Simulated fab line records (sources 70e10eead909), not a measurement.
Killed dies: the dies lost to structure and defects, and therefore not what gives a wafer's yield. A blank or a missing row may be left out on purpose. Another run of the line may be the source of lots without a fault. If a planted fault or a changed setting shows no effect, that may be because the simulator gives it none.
fab line records :: flow nand_harc :: part 2 of 2: steps 21 to 21 of 21
[record]
  lots = 7
  wafers = 21
  last_day = 34
route steps=1302 shown A_CHANNEL_HOLE_D1@470 END@1302
lots that met no fault: from a run of the same line without faults
start_h: the number of hours between the record's first day and the start of the first shown wafer of the lot :: wait_h: hours elapsed since this lot's preceding step :: " unchanged from the row above :: L1.1+2: one row covering several wafers at once :: - no value, or no start given :: * or withheld: withheld :: < > ~ a bound
route shown NAME@n: a module of which the file shows steps, and the number in the route of the first :: usual: mean/standard deviation of fault-free wafers :: same: alike in all rows :: chamber/n: place in a boat :: sites: each site's reading :: _std_site: how widely they spread, as a standard deviation :: _edge_site: inner sites' mean taken away from outer sites' mean :: radius_mm: how far each site lies from the wafer's centre :: mask NAME#n: copy n :: behind: the most recent tool/chamber to have shaped the wafer :: hold: why the lot went on hold/how many hours it stayed there/how the hold came to an end :: device: transistor that didn't switch, given as n, p or np :: end of line: tests run on the same wafers once the route is complete :: a step with no rows: only its recipe :: killed: not the wafer's yield, but the dies lost to structure and defects at the first sort :: map: dies across one wafer; x = killed, . = not, _ = none there
set.NAME: the setting the step ran with; set.NAME@STEP: the setting that earlier step ran with :: model.NAME: the simulator's own value behind a step, which no gauge read
lots at selected steps of the route; one table per step, one row per wafer
services: the hour from which a tool's chamber was out of use, counted from the record's first day as start_h (under 0 if before that day), plus the number of hours and why
[[steps]]
[step NHARC_END_SORT_01]
[recipe]
  temp_c = 25
[usual]
  killed_at_array = 44/16
  killed_at_other = 0.6/1.1
  killed_at_periphery = 3.9/2.6
  killed_dies = 48/16
  killed_open = 3.1/1.9
  killed_short = 2.4/1.8
[same]
  gross_dies = 677
lot.wafer: L609.1
tool: prober-01
chamber: 0
start_h: 638.73
wait_h: 2.5
hold: -
killed_at_array: 42
killed_at_other: 2
killed_at_periphery: 3
killed_dies: 47
killed_open: 4
killed_short: 7

lot.wafer: L609.3
tool: prober-01
chamber: 0
start_h: 640.35
wait_h: 3.1
hold: -
killed_at_array: 44
killed_at_other: 1
killed_at_periphery: 3
killed_dies: 48
killed_open: 3
killed_short: 3

lot.wafer: L609.4
tool: prober-01
chamber: 0
start_h: 641.16
wait_h: 3.4
hold: -
killed_at_array: 49
killed_at_other: 0
killed_at_periphery: 4
killed_dies: 53
killed_open: 4
killed_short: 5

lot.wafer: L611.1
tool: prober-02
chamber: 0
start_h: 653.25
wait_h: 2.5
hold: -
killed_at_array: 33
killed_at_other: 0
killed_at_periphery: 4
killed_dies: 37
killed_open: 4
killed_short: 4

lot.wafer: L611.5
tool: prober-02
chamber: 0
start_h: 656.47
wait_h: 3.7
hold: -
killed_at_array: 35
killed_at_other: 0
killed_at_periphery: 0
killed_dies: 35
killed_open: 0
killed_short: 1

lot.wafer: L611.6
tool: prober-02
chamber: 0
start_h: 657.27
wait_h: 4.0
hold: -
killed_at_array: 57
killed_at_other: 0
killed_at_periphery: 0
killed_dies: 57
killed_open: 1
killed_short: 0

lot.wafer: L613.1
tool: prober-02
chamber: 0
start_h: 667.87
wait_h: 2.5
hold: -
killed_at_array: 51
killed_at_other: 3
killed_at_periphery: 3
killed_dies: 57
killed_open: 3
killed_short: 6

lot.wafer: L613.4
tool: prober-02
chamber: 0
start_h: 670.27
wait_h: 3.4
hold: -
killed_at_array: 42
killed_at_other: 2
killed_at_periphery: 2
killed_dies: 46
killed_open: 2
killed_short: 1

lot.wafer: L613.5
tool: prober-02
chamber: 0
start_h: 671.07
wait_h: 3.7
hold: -
killed_at_array: 40
killed_at_other: 0
killed_at_periphery: 5
killed_dies: 45
killed_open: 3
killed_short: 4

lot.wafer: L614.1
tool: prober-01
chamber: 0
start_h: 667.87
wait_h: 2.5
hold: -
killed_at_array: 25
killed_at_other: 0
killed_at_periphery: 2
killed_dies: 27
killed_open: 2
killed_short: 5

lot.wafer: L614.2
tool: prober-01
chamber: 0
start_h: 668.67
wait_h: 2.8
hold: -
killed_at_array: 32
killed_at_other: 0
killed_at_periphery: 2
killed_dies: 34
killed_open: 4
killed_short: 6

lot.wafer: L614.6
tool: prober-01
chamber: 0
start_h: 671.86
wait_h: 4.0
hold: -
killed_at_array: 27
killed_at_other: 1
killed_at_periphery: 1
killed_dies: 29
killed_open: 7
killed_short: 3

lot.wafer: L621.1
tool: prober-01
chamber: 0
start_h: 759.35
wait_h: 2.5
hold: await_dispo/3.5h/scrap
killed_at_array: 670
killed_at_other: 5
killed_at_periphery: 2
killed_dies: 677
killed_open: 3
killed_short: 1

lot.wafer: L621.2
tool: prober-01
chamber: 0
start_h: 760.15
wait_h: 2.8
hold: await_dispo/3.5h/scrap
killed_at_array: 674
killed_at_other: 2
killed_at_periphery: 1
killed_dies: 677
killed_open: 1
killed_short: 3

lot.wafer: L621.4
tool: prober-01
chamber: 0
start_h: 761.74
wait_h: 3.4
hold: await_dispo/3.5h/scrap
killed_at_array: 675
killed_at_other: 0
killed_at_periphery: 2
killed_dies: 677
killed_open: 5
killed_short: 2

lot.wafer: L624.4
tool: prober-02
chamber: 0
start_h: 782.51
wait_h: 3.4
hold: await_dispo/6.4h/scrap
killed_at_array: 673
killed_at_other: 0
killed_at_periphery: 4
killed_dies: 677
killed_open: 4
killed_short: 2

lot.wafer: L624.5
tool: prober-02
chamber: 0
start_h: 783.31
wait_h: 3.7
hold: await_dispo/6.4h/scrap
killed_at_array: 672
killed_at_other: 0
killed_at_periphery: 5
killed_dies: 677
killed_open: 1
killed_short: 3

lot.wafer: L624.6
tool: prober-02
chamber: 0
start_h: 784.12
wait_h: 4.0
hold: await_dispo/6.4h/scrap
killed_at_array: 674
killed_at_other: 0
killed_at_periphery: 3
killed_dies: 677
killed_open: 1
killed_short: 2

lot.wafer: L623.3
tool: prober-01
chamber: 0
start_h: 806.66
wait_h: 3.1
hold: await_dispo/5.9h/scrap
killed_at_array: 670
killed_at_other: 0
killed_at_periphery: 7
killed_dies: 677
killed_open: 6
killed_short: 1

lot.wafer: L623.4
tool: prober-01
chamber: 0
start_h: 807.45
wait_h: 3.4
hold: await_dispo/5.9h/scrap
killed_at_array: 676
killed_at_other: 0
killed_at_periphery: 1
killed_dies: 677
killed_open: 2
killed_short: 2

lot.wafer: L623.6
tool: prober-01
chamber: 0
start_h: 809.04
wait_h: 4.0
hold: await_dispo/5.9h/scrap
killed_at_array: 674
killed_at_other: 0
killed_at_periphery: 3
killed_dies: 677
killed_open: 2
killed_short: 5
// killed by level:class
L609.1 A_SLIT:chamber_film_flake=20 A_CHANNEL_HOLE_D2:chamber_film_flake=5 A_CONTACT:chamber_film_flake=5 A_STAIRCASE:chamber_film_flake=3 P_CONTACT:geometric_particle:open=2 A_ONON_D2:geometric_particle:short=2 STARTING-WAFER:geometric_particle:short=2 A_CHANNEL_HOLE_D1:chamber_film_flake=2
L609.3 A_SLIT:chamber_film_flake=19 A_CHANNEL_HOLE_D2:chamber_film_flake=7 A_SGD_CUT:chamber_film_flake=3 A_CHANNEL_HOLE_D1:chamber_film_flake=2 A_CHANNEL_FILL_D1:chamber_film_flake=2 A_STAIRCASE:chamber_film_flake=2 A_WL_FILL:chamber_film_flake=2 A_ONON_D1:geometric_particle:short=1
L609.4 A_SLIT:chamber_film_flake=18 A_STAIRCASE:chamber_film_flake=10 A_CHANNEL_HOLE_D2:chamber_film_flake=7 P_M0:geometric_particle:open=2 A_CHANNEL_HOLE_D1:chamber_film_flake=2 A_SGD_CUT:chamber_film_flake=2 P_CONTACT:geometric_particle:short=1 A_ONON_D1:geometric_particle:short=1
L611.1 A_CHANNEL_HOLE_D1:chamber_film_flake=14 A_CHANNEL_HOLE_D2:chamber_film_flake=5 A_CONTACT:chamber_film_flake=5 A_ONON_D1:geometric_particle:short=3 P_CONTACT:geometric_particle:open=2 A_SLIT:chamber_film_flake=2 P_GATE:geometric_particle:open=1 A_ONON_D1:geometric_particle:open=1
L611.5 A_CHANNEL_HOLE_D1:chamber_film_flake=21 A_CHANNEL_HOLE_D2:chamber_film_flake=8 A_CONTACT:chamber_film_flake=3 A_CONTACT:geometric_particle:short=1 A_STAIRCASE:chamber_film_flake=1 A_SLIT:chamber_film_flake=1
L611.6 A_CHANNEL_HOLE_D1:chamber_film_flake=39 A_CHANNEL_HOLE_D2:chamber_film_flake=8 A_CONTACT:chamber_film_flake=5 A_SLIT:chamber_film_flake=3 A_M0:geometric_particle:open=1 A_WL_FILL:chamber_film_flake=1
L613.1 A_SLIT:chamber_film_flake=19 A_CHANNEL_HOLE_D2:chamber_film_flake=11 A_STAIRCASE:chamber_film_flake=5 A_WL_FILL:chamber_film_flake=5 THIN_TSV:chamber_film_flake=3 P_CONTACT:geometric_particle:short=2 A_ONON_D1:geometric_particle:short=2 A_CHANNEL_FILL_D2:geometric_particle:open=2
L614.1 A_CHANNEL_HOLE_D1:chamber_film_flake=6 A_CONTACT:chamber_film_flake=4 A_SLIT:chamber_film_flake=3 A_ZERO_WELL:chamber_film_flake=2 A_STAIRCASE:chamber_film_flake=2 A_WL_FILL:chamber_film_flake=2 P_M0:geometric_particle:short=1 P_M1:geometric_particle:short=1
L614.2 A_CHANNEL_HOLE_D1:chamber_film_flake=8 A_STAIRCASE:chamber_film_flake=5 A_ONON_D1:geometric_particle:short=3 A_SLIT:chamber_film_flake=3 A_CHANNEL_FILL_D1:chamber_film_flake=2 A_WL_FILL:chamber_film_flake=2 A_CONTACT:chamber_film_flake=2 P_CONTACT:geometric_particle:open=1
L613.4 A_SLIT:chamber_film_flake=14 A_CHANNEL_HOLE_D2:chamber_film_flake=10 A_STAIRCASE:chamber_film_flake=7 A_CHANNEL_HOLE_D1:chamber_film_flake=3 A_CONTACT:chamber_film_flake=3 THIN_TSV:chamber_film_flake=2 A_ONON_D2:geometric_particle:open=1 A_CHANNEL_FILL_D2:geometric_particle:short=1
L613.5 A_CHANNEL_HOLE_D2:chamber_film_flake=11 A_SLIT:chamber_film_flake=11 A_STAIRCASE:chamber_film_flake=6 A_CONTACT:chamber_film_flake=4 A_SOURCE_PLATE:geometric_particle:short=2 P_ZERO_WELL:chamber_film_flake=2 P_GATE:geometric_particle:open=1 P_M0:geometric_particle:open=1
L614.6 A_CHANNEL_FILL_D1:chamber_film_flake=5 A_ONON_D1:geometric_particle:open=4 A_CONTACT:chamber_film_flake=4 A_CHANNEL_HOLE_D1:chamber_film_flake=3 A_STAIRCASE:chamber_film_flake=3 A_WL_FILL:chamber_film_flake=2 A_CHANNEL_FILL_D1:geometric_particle:short=1 A_CHANNEL_FILL_D1:geometric_particle:open=1
L621.1 A_CHANNEL_HOLE_D1:area_strip=623 A_CHANNEL_HOLE_D2:chamber_film_flake=17 A_CHANNEL_HOLE_D1:chamber_film_flake=12 A_CONTACT:chamber_film_flake=7 THIN_TSV:chamber_film_flake=5 A_SLIT:chamber_film_flake=3 P_GATE:chamber_film_flake=2 A_WL_FILL:chamber_film_flake=2
L621.2 A_CHANNEL_HOLE_D1:area_strip=630 A_CHANNEL_HOLE_D2:chamber_film_flake=12 A_CONTACT:chamber_film_flake=12 A_CHANNEL_HOLE_D1:chamber_film_flake=9 A_SLIT:chamber_film_flake=6 THIN_TSV:chamber_film_flake=2 P_CONTACT:geometric_particle:open=1 A_CHANNEL_FILL_D1:geometric_particle:short=1
L621.4 A_CHANNEL_HOLE_D1:area_strip=629 A_CHANNEL_HOLE_D2:chamber_film_flake=15 A_CHANNEL_HOLE_D1:chamber_film_flake=9 A_CONTACT:chamber_film_flake=7 A_SLIT:chamber_film_flake=5 A_STAIRCASE:chamber_film_flake=3 A_WL_FILL:geometric_particle:open=2 A_DECK1_JOINT:chamber_film_flake=2
L624.4 A_CHANNEL_HOLE_D1:area_strip=634 A_CHANNEL_HOLE_D2:chamber_film_flake=19 A_SLIT:chamber_film_flake=8 A_CONTACT:chamber_film_flake=5 P_M0:geometric_particle:open=1 A_CHANNEL_HOLE_D1:geometric_particle:short=1 A_CHANNEL_FILL_D1:geometric_particle:open=1 A_CHANNEL_FILL_D1:geometric_particle:short=1
L624.5 A_CHANNEL_HOLE_D1:area_strip=635 A_CHANNEL_HOLE_D2:chamber_film_flake=19 A_SLIT:chamber_film_flake=4 A_CONTACT:chamber_film_flake=4 A_STAIRCASE:chamber_film_flake=3 P_GATE:chamber_film_flake=2 P_BONDPAD:chamber_film_flake=2 A_CHANNEL_HOLE_D1:geometric_particle:short=1
L624.6 A_CHANNEL_HOLE_D1:area_strip=635 A_CHANNEL_HOLE_D2:chamber_film_flake=16 A_SLIT:chamber_film_flake=9 A_STAIRCASE:chamber_film_flake=5 A_CHANNEL_HOLE_D1:chamber_film_flake=3 P_GATE:chamber_film_flake=2 A_CHANNEL_FILL_D1:geometric_particle:open=1 A_CHANNEL_FILL_D1:geometric_particle:short=1
L623.3 A_CHANNEL_HOLE_D1:area_strip=649 A_SLIT:chamber_film_flake=12 A_CHANNEL_HOLE_D1:chamber_film_flake=5 P_M0:geometric_particle:open=3 P_M2:chamber_film_flake=2 P_GATE:geometric_particle:open=1 P_CONTACT:geometric_particle:open=1 A_CHANNEL_FILL_D2:geometric_particle:open=1
L623.4 A_CHANNEL_HOLE_D1:area_strip=641 A_SLIT:chamber_film_flake=18 A_CHANNEL_HOLE_D1:chamber_film_flake=9 A_STAIRCASE:chamber_film_flake=2 P_CONTACT:geometric_particle:short=1 A_WL_FILL:geometric_particle:short=1 A_CONTACT:geometric_particle:open=1 A_M0:geometric_particle:open=1
L623.6 A_CHANNEL_HOLE_D1:area_strip=646 A_SLIT:chamber_film_flake=13 A_CHANNEL_HOLE_D1:chamber_film_flake=4 A_ONON_D2:geometric_particle:short=2 A_ONON_D2:geometric_particle:open=1 A_CHANNEL_FILL_D2:geometric_particle:short=1 A_STAIRCASE:geometric_particle:short=1 A_SGD_CUT:geometric_particle:open=1
// map L621.1 (x killed, . not)
____________x____________
_________xxxxxxx_________
_______xxxxxxxxxxx_______
______xxxxxxxxxxxxx______
_____xxxxxxxxxxxxxxx_____
____xxxxxxxxxxxxxxxxx____
____xxxxxxxxxxxxxxxxx____
___xxxxxxxxxxxxxxxxxxx___
___xxxxxxxxxxxxxxxxxxx___
__xxxxxxxxxxxxxxxxxxxxx__
__xxxxxxxxxxxxxxxxxxxxx__
_xxxxxxxxxxxxxxxxxxxxxxx_
_xxxxxxxxxxxxxxxxxxxxxxx_
_xxxxxxxxxxxxxxxxxxxxxxx_
_xxxxxxxxxxxxxxxxxxxxxxx_
_xxxxxxxxxxxxxxxxxxxxxxx_
xxxxxxxxxxxxxxxxxxxxxxxxx
xxxxxxxxxxxxxxxxxxxxxxxxx
xxxxxxxxxxxxxxxxxxxxxxxxx
xxxxxxxxxxxxxxxxxxxxxxxxx
xxxxxxxxxxxxxxxxxxxxxxxxx
_xxxxxxxxxxxxxxxxxxxxxxx_
_xxxxxxxxxxxxxxxxxxxxxxx_
_xxxxxxxxxxxxxxxxxxxxxxx_
_xxxxxxxxxxxxxxxxxxxxxxx_
_xxxxxxxxxxxxxxxxxxxxxxx_
__xxxxxxxxxxxxxxxxxxxxx__
__xxxxxxxxxxxxxxxxxxxxx__
___xxxxxxxxxxxxxxxxxxx___
___xxxxxxxxxxxxxxxxxxx___
____xxxxxxxxxxxxxxxxx____
____xxxxxxxxxxxxxxxxx____
_____xxxxxxxxxxxxxxx_____
______xxxxxxxxxxxxx______
_______xxxxxxxxxxx_______
_________xxxxxxx_________
____________x____________
// map L623.3 (x killed, . not)
____________x____________
_________xxxxxxx_________
_______xxxxxxxxxxx_______
______xxxxxxxxxxxxx______
_____xxxxxxxxxxxxxxx_____
____xxxxxxxxxxxxxxxxx____
____xxxxxxxxxxxxxxxxx____
___xxxxxxxxxxxxxxxxxxx___
___xxxxxxxxxxxxxxxxxxx___
__xxxxxxxxxxxxxxxxxxxxx__
__xxxxxxxxxxxxxxxxxxxxx__
_xxxxxxxxxxxxxxxxxxxxxxx_
_xxxxxxxxxxxxxxxxxxxxxxx_
_xxxxxxxxxxxxxxxxxxxxxxx_
_xxxxxxxxxxxxxxxxxxxxxxx_
_xxxxxxxxxxxxxxxxxxxxxxx_
xxxxxxxxxxxxxxxxxxxxxxxxx
xxxxxxxxxxxxxxxxxxxxxxxxx
xxxxxxxxxxxxxxxxxxxxxxxxx
xxxxxxxxxxxxxxxxxxxxxxxxx
xxxxxxxxxxxxxxxxxxxxxxxxx
_xxxxxxxxxxxxxxxxxxxxxxx_
_xxxxxxxxxxxxxxxxxxxxxxx_
_xxxxxxxxxxxxxxxxxxxxxxx_
_xxxxxxxxxxxxxxxxxxxxxxx_
_xxxxxxxxxxxxxxxxxxxxxxx_
__xxxxxxxxxxxxxxxxxxxxx__
__xxxxxxxxxxxxxxxxxxxxx__
___xxxxxxxxxxxxxxxxxxx___
___xxxxxxxxxxxxxxxxxxx___
____xxxxxxxxxxxxxxxxx____
____xxxxxxxxxxxxxxxxx____
_____xxxxxxxxxxxxxxx_____
______xxxxxxxxxxxxx______
_______xxxxxxxxxxx_______
_________xxxxxxx_________
____________x____________
[[services]]
tool: rie_diel-04
chamber: 0
start_h: 236.41
hours: -
kind: clean

tool: rie_diel-12
chamber: 1
start_h: 237.71
hours: 3.6
kind: repair

tool: rie_diel-10
chamber: -
start_h: 242.56
hours: 9.0
kind: pm

tool: rie_diel-12
chamber: -
start_h: 268.40
hours: 9.0
kind: pm

tool: rie_diel-04
chamber: 0
start_h: 272.01
hours: 6.2
kind: repair

tool: har_etch-02
chamber: 0
start_h: 286.56
hours: -
kind: consumable_replace:showerhead

tool: har_etch-02
chamber: 0
start_h: 286.56
hours: 17.0
kind: scheduled_down

tool: har_etch-02
chamber: 0
start_h: 286.56
hours: 17.0
kind: vent_cycle

tool: rie_diel-04
chamber: 1
start_h: 296.13
hours: 7.0
kind: repair

tool: rie_diel-10
chamber: 2
start_h: 296.65
hours: 10.1
kind: repair

tool: rie_diel-10
chamber: 3
start_h: 320.07
hours: 71.0
kind: repair

tool: rie_diel-04
chamber: 3
start_h: 327.63
hours: 18.1
kind: repair

tool: rie_diel-12
chamber: 1
start_h: 333.23
hours: 5.4
kind: repair

tool: rie_diel-10
chamber: 2
start_h: 348.90
hours: 2.8
kind: repair

tool: rie_diel-04
chamber: -
start_h: 355.41
hours: 9.0
kind: pm

tool: har_etch-02
chamber: -
start_h: 377.00
hours: 17.0
kind: pm

tool: har_etch-02
chamber: 0
start_h: 377.00
hours: 17.0
kind: vent_cycle

tool: har_etch-02
chamber: 1
start_h: 377.00
hours: 17.0
kind: vent_cycle

tool: rie_diel-10
chamber: 0
start_h: 379.77
hours: 7.1
kind: repair

tool: rie_diel-12
chamber: 1
start_h: 383.32
hours: 3.0
kind: repair

tool: har_etch-02
chamber: 0
start_h: 394.00
hours: -
kind: clean

tool: har_etch-02
chamber: 0
start_h: 394.00
hours: -
kind: consumable_replace:focus_ring

tool: har_etch-02
chamber: 1
start_h: 394.00
hours: -
kind: clean

tool: har_etch-02
chamber: 1
start_h: 394.00
hours: -
kind: consumable_replace:focus_ring
[[key]]
[first_sign]
  step = NHARC_END_SORT_01
  reading = killed_at_array
  direction = up
  sigmas = 40
  usual = 44
  struck = 673
[effect]
  step = NHARC_END_SORT_01
  reading = killed_dies
  direction = up
  sigmas = 39
  usual = 48
  struck = 677
[more_kills_born_at]
  NHARC_A_CHANNEL_HOLE_D1_STRIP_43@rie_diel-12 = 1936
  NHARC_A_CHANNEL_HOLE_D1_STRIP_43@rie_diel-10 = 1903
  NHARC_A_CHANNEL_HOLE_D1_STRIP_43@rie_diel-04 = 1882
met_at NHARC_A_CHANNEL_HOLE_D1_STRIP_43
struck_wafers L621.1,L621.2,L621.4,L623.3,L623.4,L623.6,L624.4,L624.5,L624.6
later_rows_left_out L621.1,L621.2,L621.4,L623.3,L623.4,L623.6,L624.4,L624.5,L624.6
tester_left_out L621,L623,L624
onset_between 305.44 385.61
also_fits time
[fault]
  kind = skipped_step_whole
  tool = rie_diel-04,rie_diel-10,rie_diel-12
  chamber = -
  onset_h = 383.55
  steps = NHARC_A_CHANNEL_HOLE_D1_STRIP_43
  scope = struck_lots_only
// tester_left_out: of these lots the tester's yield and bins aren't shown, on N5 and GAA mostly nor the transistor test; their killed dies are dies lost to structure and defects alone, not to doping, threshold or leakage, so they don't give the yield
// later_rows_left_out: the simulator's readings of these wafers behind a module that went badly wrong aren't trusted and aren't shown, but for the sort
